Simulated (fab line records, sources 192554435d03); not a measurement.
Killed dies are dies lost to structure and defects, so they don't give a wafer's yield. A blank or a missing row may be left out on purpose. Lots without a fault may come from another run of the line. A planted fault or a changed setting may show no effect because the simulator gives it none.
Split-lot experiment | flow n5_finfet | 7 lots, 21 wafers read, on a route of 1938 steps

THE SPLIT
At N5_BEOL_M7_ETCH_66 (etches SOC in N2/H2, target depth 80 nm, overetch 16 nm, time 120 s), the setting bias_w was moved away from the recipe's 150 W on 7 of the 21 wafers read, by -15.7% to +5.5%. The other wafers ran this setting at the recipe's value.

The reading is taken at the split's own step.

THE READING
rf_vpp_V, in V, at N5_BEOL_M7_ETCH_66 (etches SOC in N2/H2, target depth 80 nm, overetch 16 nm, time 120 s). Fault-free wafers of this fab line usually give 524.1 V, standard deviation 2.3 V.

wafer  | tool, chamber at the split | bias_w as run, W | against the recipe | rf_vpp_V, V | against lot-mates on the recipe
L079.2 | rie_diel-03, 2             | 126.4            | -15.7%             | 471.0       | -56.0
L079.3 | rie_diel-03, 0             | 126.4            | -15.7%             | 469.3       | -57.7
L079.4 | rie_diel-03, 1             | 150              | recipe             | 527.0       | -
L084.2 | rie_diel-03, 2             | 139.1            | -7.3%              | 500.1       | -23.9
L084.3 | rie_diel-03, 0             | 150              | recipe             | 523.4       | -
L084.5 | rie_diel-03, 3             | 150              | recipe             | 524.7       | -
L089.3 | rie_diel-02, 0             | 150              | recipe             | 521.2       | -
L089.5 | rie_diel-02, 2             | 150              | recipe             | 521.8       | -
L089.6 | rie_diel-02, 3             | 150              | recipe             | 519.6       | -
L093.1 | rie_diel-03, 3             | 150              | recipe             | 525.8       | -
L093.4 | rie_diel-03, 0             | 129.6            | -13.6%             | 476.3       | -49.5
L093.6 | rie_diel-03, 0             | 129.6            | -13.6%             | 478.0       | -47.8
L092.1 | rie_diel-02, 3             | 158.3            | +5.5%              | 547.3       | +26.5
L092.2 | rie_diel-02, 0             | 150              | recipe             | 520.8       | -
L092.5 | rie_diel-02, 2             | 158.3            | +5.5%              | 541.2       | +20.4
L096.2 | rie_diel-03, 0             | 150              | recipe             | 522.7       | -
L096.3 | rie_diel-03, 2             | 150              | recipe             | 525.0       | -
L096.5 | rie_diel-03, 3             | 150              | recipe             | 523.2       | -
L097.1 | rie_diel-01, 0             | 150              | recipe             | 524.3       | -
L097.4 | rie_diel-01, 3             | 150              | recipe             | 522.6       | -
L097.6 | rie_diel-01, 0             | 150              | recipe             | 524.0       | -

THE FIT
A straight line over all 21 wafers: rf_vpp_V changes by +3.42 V for each +1% of bias_w; r = +1.00; the points scatter about the line by 2.1 V.
The same after taking each lot's own level away (the mean of its wafers on the recipe; 21 wafers): +3.65 V for each +1%; r = +1.00; scatter 1.7 V.
On that fit, the largest move of bias_w shifts the reading by 58 V.
The lots' own levels span 520.80 to 527.00 V, that is 2.7 times the standard deviation above.
So the lot-to-lot level changes the slope little: the two slopes agree.
Check: with one of the wafers moved furthest among these (-15.7%) left out of the fit, the line predicts -57.2 V for it against its lot-mates. It came out at -56 V against them.
Tool readings at the split's step, against how far the setting was moved: rf_vpp_V r = +1.00.

OTHER SPLITS ON THESE WAFERS
These wafers also went through other splits before the reading. Each is held against what the fit with the lots' levels taken away leaves over:
other split on the same wafers | wafers away from the commonest value | r with rf_vpp_V (lot level and that fit taken away)
N5_BEOL_M5_COAT_22 spin_rpm    | 10                                   | -0.23

THE WHOLE CHAIN: every reading that the file lists as answering this split, in the file's order
step               | what it does                                                        | reading                                                                          | change (the file's fit)                | r (the file's)
N5_BEOL_M7_ETCH_66 | etches SOC in N2/H2, target depth 80 nm, overetch 16 nm, time 120 s | rf_vpp_V                                                                         | +3.61 V for each +1% of the setting    | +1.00
N5_BEOL_M7_ETCH_66 | etches SOC in N2/H2, target depth 80 nm, overetch 16 nm, time 120 s | SiARC_of_BEOL_M7_COAT_64.thk_nm (the simulator's own value, which no gauge read) | -0.0774 nm for each +1% of the setting | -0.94

THE FILE'S OWN FIT
rf_vpp_V changes by +3.61 V for each +1% of bias_w, r = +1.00.
